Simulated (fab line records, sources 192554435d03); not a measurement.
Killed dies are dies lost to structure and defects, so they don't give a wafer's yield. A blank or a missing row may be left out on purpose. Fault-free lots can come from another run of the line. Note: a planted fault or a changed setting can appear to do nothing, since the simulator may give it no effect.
Matching of chambers + flow n5-finfet + 3 sister chambers for N5_BEOL_M12_ILD_DEP_00 on pecvd-04
The step deposits SiOC from DEMS/O2, target thk 658.92 nm, time 130.7 s. 14 wafers are shown with their chamber, then 7 later ones without.

== EACH WAFER AND ITS CHAMBER ==
| wafer  | chamber | heater-power-w (W) | throttle-valve-pct (%) | rf-fwd-power-W (W) |
|--------|---------|--------------------|------------------------|--------------------|
| L075.1 | 0       | 374                | 12.5                   | 496.2              |
| L075.2 | 1       | 518                | 12.2                   | 498.8              |
| L075.3 | 2       | 552                | 12.1                   | 498.9              |
| L078.1 | 0       | 405                | 12.1                   | 494.1              |
| L078.2 | 1       | 484                | 11.8                   | 498.6              |
| L078.5 | 0       | 439                | 12.4                   | 494.8              |
| L083.3 | 2       | 560                | 12.1                   | 496.9              |
| L083.5 | 1       | 509                | 12.1                   | 496.4              |
| L083.6 | 0       | 368                | 12.5                   | 495.1              |
| L087.2 | 0       | 457                | 12.6                   | 497.4              |
| L087.4 | 2       | 469                | 12.2                   | 501.1              |
| L087.5 | 0       | 469                | 12.5                   | 496.4              |
| L089.1 | 1       | 542                | 12.2                   | 495.1              |
| L089.5 | 1       | 544                | 11.9                   | 497.9              |

SIGNATURES (means of the wafers above)
| reading            | chamber 0 | chamber 1 | chamber 2 | scatter within a chamber |
|--------------------|-----------|-----------|-----------|--------------------------|
| heater-power-w     | 418.67    | 519.40    | 527.00    | 39                       |
| throttle-valve-pct | 12.433    | 12.040    | 12.133    | 0.163                    |
| rf-fwd-power-W     | 495.667   | 497.360   | 498.967   | 1.54                     |
Rule: for a wafer and a chamber, the distance is found by dividing, reading by reading, the gap between the wafer's reading and the chamber's mean by the reading's scatter, squaring, summing and taking the root. If the next closest chamber is less than 2 further off than the closest, the wafer can't be placed; otherwise it belongs to the closest. How the scatter is found: for the shown wafers, subtract from each reading the mean of its chamber, square and add these, divide the total by (wafers less chambers), then take the root.

== WAFERS WITH NO CHAMBER GIVEN ==
| wafer  | heater-power-w (W) | throttle-valve-pct (%) | rf-fwd-power-W (W) |
|--------|--------------------|------------------------|--------------------|
| L089.6 | 444                | 12.5                   | 496.5              |
| L092.4 | 527                | 12.0                   | 497.6              |
| L092.5 | 590                | 12.1                   | 499.6              |
| L092.6 | 366                | 12.2                   | 496.3              |
| L094.1 | 440                | 12.3                   | 494.8              |
| L094.4 | 569                | 12.4                   | 501.4              |
| L094.5 | 437                | 12.0                   | 498.1              |

== WHICH CHAMBER EACH WENT THROUGH ==
| wafer  | from the rows above          | in truth |
|--------|------------------------------|----------|
| L089.6 | 0                            | 0        |
| L092.4 | can't be placed: 1 or 2      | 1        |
| L092.5 | can't be placed: 2 or 1      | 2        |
| L092.6 | 0                            | 0        |
| L094.1 | can't be placed: 0 or 1      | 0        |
| L094.4 | can't be placed: 2 or 1      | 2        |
| L094.5 | can't be placed: 1 or 2 or 0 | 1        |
Correct placement for 2 of the 7. Unplaceable from these rows: 5, with the true chamber sitting among the candidates in 5. Placed wrongly: 0.
